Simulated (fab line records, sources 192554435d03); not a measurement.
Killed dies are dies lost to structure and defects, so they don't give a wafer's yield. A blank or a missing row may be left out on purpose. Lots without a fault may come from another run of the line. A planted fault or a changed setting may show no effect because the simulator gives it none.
Chamber matching | flow n5_finfet | N5_BEOL_M1_STRIP_36 on rie_diel-03: 4 sister chambers
The step strips in N2/H2. 16 wafers are shown with their chamber, then 8 later ones without.

WAFERS WITH THEIR CHAMBER
wafer  | chamber | showerhead_plenum_p_Torr (Torr) | throttle_valve_pct (%) | drypump_motor_current_A (A)
L075.3 | 0       | 2.67                            | 23.9                   | 5.6
L075.4 | 2       | 2.43                            | 23.9                   | 5.5
L075.6 | 1       | 2.53                            | 23.9                   | 5.7
L077.2 | 3       | 2.63                            | 23.3                   | 5.2
L077.5 | 1       | 2.52                            | 23.9                   | 5.8
L077.6 | 0       | 2.67                            | 23.9                   | 5.7
L087.3 | 2       | 2.42                            | 23.9                   | 5.5
L087.4 | 0       | 2.66                            | 23.9                   | 5.7
L087.5 | 2       | 2.42                            | 23.9                   | 5.5
L088.1 | 0       | 2.66                            | 23.9                   | 5.6
L088.3 | 1       | 2.51                            | 24.0                   | 5.8
L088.5 | 1       | 2.51                            | 23.9                   | 5.8
L091.1 | 0       | 2.66                            | 23.9                   | 5.7
L091.2 | 1       | 2.51                            | 23.9                   | 5.7
L091.6 | 2       | 2.42                            | 24.0                   | 5.5
L093.2 | 1       | 2.51                            | 24.0                   | 5.8

SIGNATURES (means of the wafers above)
reading                  | chamber 0 | chamber 1 | chamber 2 | chamber 3 | scatter within a chamber
showerhead_plenum_p_Torr | 2.6640    | 2.5150    | 2.4225    | 2.6300    | 0.00674
throttle_valve_pct       | 23.900    | 23.933    | 23.925    | 23.300    | 0.0417
drypump_motor_current_A  | 5.660     | 5.767     | 5.500     | 5.200     | 0.0459
Rule: a wafer's distance from a chamber is the root of the sum, over the readings, of the square of ((its reading less the chamber's mean) divided by the reading's scatter). The wafer belongs to the nearest chamber; if the next one is less than 2 further off, it can't be placed. The scatter: the root of (the sum of the squares of (reading less its chamber's mean) over the shown wafers, divided by (wafers less chambers)).

WAFERS WITHOUT THEIR CHAMBER
wafer  | showerhead_plenum_p_Torr (Torr) | throttle_valve_pct (%) | drypump_motor_current_A (A)
L093.4 | 2.66                            | 24.0                   | 5.7
L093.5 | 2.42                            | 24.0                   | 5.5
L096.2 | 2.61                            | 23.4                   | 5.3
L096.4 | 2.41                            | 24.0                   | 5.5
L096.5 | 2.51                            | 24.0                   | 5.7
L097.1 | 2.65                            | 24.0                   | 5.7
L097.3 | 2.61                            | 23.4                   | 5.2
L097.5 | 2.65                            | 23.9                   | 5.7

WHICH CHAMBER EACH WENT THROUGH
wafer  | from the rows above | in truth
L093.4 | 0                   | 0
L093.5 | 2                   | 2
L096.2 | 3                   | 3
L096.4 | 2                   | 2
L096.5 | 1                   | 1
L097.1 | 0                   | 0
L097.3 | 3                   | 3
L097.5 | 0                   | 0
Placed correctly: 8 of 8. Can't be placed from these rows: 0. Placed wrongly: 0.
